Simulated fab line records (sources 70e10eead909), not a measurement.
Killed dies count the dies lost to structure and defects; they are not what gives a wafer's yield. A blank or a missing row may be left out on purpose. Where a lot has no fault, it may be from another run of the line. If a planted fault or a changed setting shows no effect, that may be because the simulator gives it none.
Chamber matching | flow nand harc | NHARC_A_M0_CMP_23 on cmp-01 has 4 sister chambers
The step polishes, t overpolish 20 s, target thk 113.75 nm. 14 wafers are shown with their chamber, then 7 later ones without.

## WAFERS, EACH WITH ITS CHAMBER
wafer  | chamber | motor current A (A) | time to endpoint s (s) | edge zone pressure frac
L077.1 | 0       | 12.0                | 25.1                   | 1.000
L077.2 | 2       | 11.8                | 22.7                   | 0.997
L077.6 | 2       | 11.6                | 23.8                   | 1.012
L076.1 | 3       | 15.3                | 29.5                   | 0.987
L076.3 | 0       | 12.0                | 33.2                   | 0.995
L076.4 | 1       | 10.8                | 27.3                   | 1.003
L080.3 | 0       | 11.6                | 30.9                   | 1.005
L080.5 | 1       | 11.0                | 30.5                   | 0.997
L080.6 | 0       | 11.7                | 30.7                   | 1.006
L082.1 | 0       | 11.8                | 31.2                   | 1.006
L082.4 | 3       | 14.9                | 31.8                   | 0.995
L082.5 | 0       | 11.8                | 32.3                   | 1.003
L087.1 | 3       | 14.6                | 27.5                   | 1.003
L087.5 | 0       | 12.7                | 28.6                   | 1.001

SIGNATURES (means of the wafers above)
reading                 | chamber 0 | chamber 1 | chamber 2 | chamber 3 | scatter within a chamber
motor current A         | 11.943    | 10.900    | 11.700    | 14.933    | 0.329
time to endpoint s      | 30.286    | 28.900    | 23.250    | 29.600    | 2.42
edge zone pressure frac | 1.00229   | 1.00000   | 1.00450   | 0.99500   | 0.00595
Rule: for each reading, subtract the chamber's mean from the wafer's reading, divide by that reading's scatter and square the result; add these up over the readings and take the root, which gives the wafer's distance from the chamber. The wafer belongs to the nearest chamber; if the next one is less than 2 further off, it can't be placed. The scatter: take each reading less its chamber's mean, square it, sum over the shown wafers, divide by the number of wafers less the number of chambers, and take the root.

## WAFERS WITHOUT THEIR CHAMBER
wafer  | motor current A (A) | time to endpoint s (s) | edge zone pressure frac
L087.6 | 10.5                | 27.7                   | 0.993
L093.1 | 14.6                | 29.6                   | 0.996
L093.3 | 12.6                | 28.2                   | 1.005
L093.6 | 14.7                | 29.5                   | 0.992
L095.1 | 11.8                | 28.6                   | 0.998
L095.3 | 12.0                | 27.7                   | 1.002
L095.4 | 11.0                | 28.3                   | 0.991

## WHICH CHAMBER EACH WENT THROUGH
wafer  | from the rows above          | in truth
L087.6 | 1                            | 1
L093.1 | 3                            | 3
L093.3 | can't be placed: 0 or 2      | 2
L093.6 | 3                            | 3
L095.1 | can't be placed: 0 or 2 or 1 | 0
L095.3 | can't be placed: 0 or 2      | 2
L095.4 | can't be placed: 1 or 0      | 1
3 of 7 placed correctly. Can't be placed from these rows: 4 (the true chamber is among the candidates in 4). Placed wrongly: 0.
